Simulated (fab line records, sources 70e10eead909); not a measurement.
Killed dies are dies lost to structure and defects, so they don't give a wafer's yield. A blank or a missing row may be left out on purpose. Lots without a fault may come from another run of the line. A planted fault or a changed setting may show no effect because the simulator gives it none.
A struck lot beside a sound one | flow nand_harc | 14 steps out of a route of 1302
Sound: wafers L780.2, L780.3, L780.6. Struck: wafers L767.1, L767.4, L767.5. The cause comes at the end.
At each step with rows: each side's tool, then ch and its chambers, then its first start. Under that, the readings that differ: sound wafers | struck wafers | difference of the means | sigmas: that difference in standard deviations of wafers without a fault.
alike: readings whose means differ by less than 2 such deviations, and words and numbers that are the same on both sides. not compared: withheld readings, readings that some wafer has no value for, bounds like >300 that may hide the same value, and numbers for which the record gives no deviation and whose values overlap.
The two part at a step that has a row with sigmas, a row that says differs or no value, or rows on one side only. Numbers that don't overlap but have no deviation are shown without sigmas and don't part them. A reading that every wafer of one side lacks parts them only if that side has two wafers or more.

first, 1 step without rows for these wafers: NHARC_A_CHANNEL_FILL_D1_ALD_02 (deposits SiO2, target thk 6 nm, pulse time 10 s, ald cycles 60).
NHARC_A_CHANNEL_FILL_D1_ALD_03: deposits SiNx, target thk 6 nm, pulse time 60 s, ald cycles 58.
  sound on ald_sin_batch-02 ch 0; struck on ald_sin_batch-03 ch 0
  alike: precursor_pulse_height_rel
NHARC_A_CHANNEL_FILL_D1_ALD_14: deposits SiO2, target thk 2.5 nm, pulse time 10 s, ald cycles 25.
  sound on ald_hk-02 ch 0,2, day 18 01:30; struck on ald_hk-01 ch 0,1, day 12 15:38
  alike: heater_power_w, precursor_pulse_height_rel
NHARC_A_CHANNEL_FILL_D1_ALD_15: deposits SiNx, target thk 2 nm, pulse time 60 s, ald cycles 19.
  sound on ald_sin_batch-03 ch 0, day 18 04:50; struck on ald_sin_batch-03 ch 0, day 12 18:45
  alike: precursor_pulse_height_rel
NHARC_A_CHANNEL_FILL_D1_ALD_16: deposits SiO2, target thk 1.5 nm, pulse time 10 s, ald cycles 15.
  sound on ald_hk-01 ch 0,2,3, day 18 07:01; struck on ald_hk-01 ch 0,2, day 12 20:49
  alike: heater_power_w, precursor_pulse_height_rel
then, 4 steps without rows for these wafers: NHARC_A_CHANNEL_FILL_D1_ANNEAL_17 (time 1800 s); NHARC_A_CHANNEL_FILL_D1_CVD_18 (deposits poly-Si, target thk 3 nm); NHARC_A_CHANNEL_FILL_D1_ETCHBACK_19 (etches the open film in HBr/Cl2, target depth 5 nm, time 1.7 s); NHARC_A_CHANNEL_FILL_D1_ETCHBACK_20 (etches the open film in C4F8/O2/Ar, target depth 27 nm, time 13.5 s).
NHARC_A_CHANNEL_FILL_D1_STRIP_28: strips in O2, time 20 s.
  sound on rie_diel-01 ch 0,1,3, day 18 19:09; struck on rie_diel-13 ch 0,1,2, day 13 08:53
  reading             | sound             | struck            | difference | sigmas
  o2_flow_sccm (sccm) | 500.7 501.1 502.2 | 497.4 498.4 499.2 | -3.0       | -2
  alike: chamber_pressure_mTorr, drypump_motor_current_A, oes_product_au, rf_vpp_V, showerhead_plenum_p_Torr, throttle_valve_pct
  not compared: rf_hours_counter_h
then, 2 steps without rows for these wafers: NHARC_A_CHANNEL_FILL_D1_PRECLEAN_21 (cleans in dHF, time 30 s); NHARC_A_CHANNEL_FILL_D1_SRD_23.
NHARC_A_CHANNEL_FILL_D1_CVD_05: deposits poly-Si, target thk 5 nm.
  sound on lpcvd_poly-02 ch 0, day 18 21:43; struck on lpcvd_poly-02, day 13 11:28
  no value came back on the struck wafers for spike_tc_bottom_C (C), spike_tc_centre_C (C), spike_tc_lower_C (C); on the sound wafers spike_tc_bottom_C (C) reads 571.4 570.1 569.8
then, 1 step without rows for these wafers: NHARC_A_CHANNEL_FILL_D1_ANNEAL_22 (time 7200 s).

WHERE THEY PART
First at NHARC_A_CHANNEL_FILL_D1_STRIP_28; last, within this record, at NHARC_A_CHANNEL_FILL_D1_CVD_05.

WHY: what the simulator had put in
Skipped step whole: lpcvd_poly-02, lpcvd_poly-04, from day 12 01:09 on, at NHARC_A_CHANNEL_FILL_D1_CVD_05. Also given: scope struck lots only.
